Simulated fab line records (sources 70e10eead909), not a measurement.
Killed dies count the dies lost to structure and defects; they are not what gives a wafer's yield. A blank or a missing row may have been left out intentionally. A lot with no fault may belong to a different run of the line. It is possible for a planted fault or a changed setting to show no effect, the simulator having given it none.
Matching of chambers | flow nand_harc | ald_hk-03 running NHARC_A_CHANNEL_FILL_D1_ALD_14: 4 sister chambers
The step deposits SiO2, target thk 2.5 nm, pulse time 10 s, ald cycles 25. 7 wafers are shown with their chamber, then 7 later ones without.

## EACH WAFER AND ITS CHAMBER
wafer  | chamber | heater_power_w (W) | precursor_pulse_height_rel
L720.5 | 0       | 414                | 1.018
L720.6 | 1       | 522                | 1.005
L724.1 | 1       | 529                | 1.000
L724.3 | 0       | 407                | 0.989
L724.5 | 3       | 449                | 0.997
L723.2 | 2       | 463                | 0.986
L723.3 | 3       | 450                | 1.026

## WAFERS WITHOUT THEIR CHAMBER
wafer  | heater_power_w (W) | precursor_pulse_height_rel
L723.4 | 427                | 1.019
L735.1 | 453                | 0.989
L735.3 | 409                | 1.031
L735.4 | 452                | 1.010
L734.2 | 424                | 0.982
L734.3 | 529                | 1.017
L734.4 | 470                | 1.028

## CHAMBER TAKEN BY EACH
wafer  | from the rows above     | in truth
L723.4 | can't be placed: 0 or 3 | 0
L735.1 | can't be placed: 3 or 2 | 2
L735.3 | 0                       | 0
L735.4 | 3                       | 3
L734.2 | 0                       | 0
L734.3 | 1                       | 1
L734.4 | 2                       | 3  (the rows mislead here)
Correctly placed: 4 of 7. Can't be placed from these rows: 2 (the true chamber is among the candidates in 2). 1 placed wrongly.
How it was worked out, from the rows above alone: a wafer's distance from a chamber is the root of the sum, over the readings, of the square of ((its reading less the chamber's mean) divided by the reading's scatter). If the next closest chamber is less than 2 further off than the closest, the wafer can't be placed; otherwise it belongs to the closest. A chamber's mean is the mean of its shown wafers. The scatter: take each reading less its chamber's mean, square it, sum over the shown wafers, divide by the number of wafers less the number of chambers, and take the root.
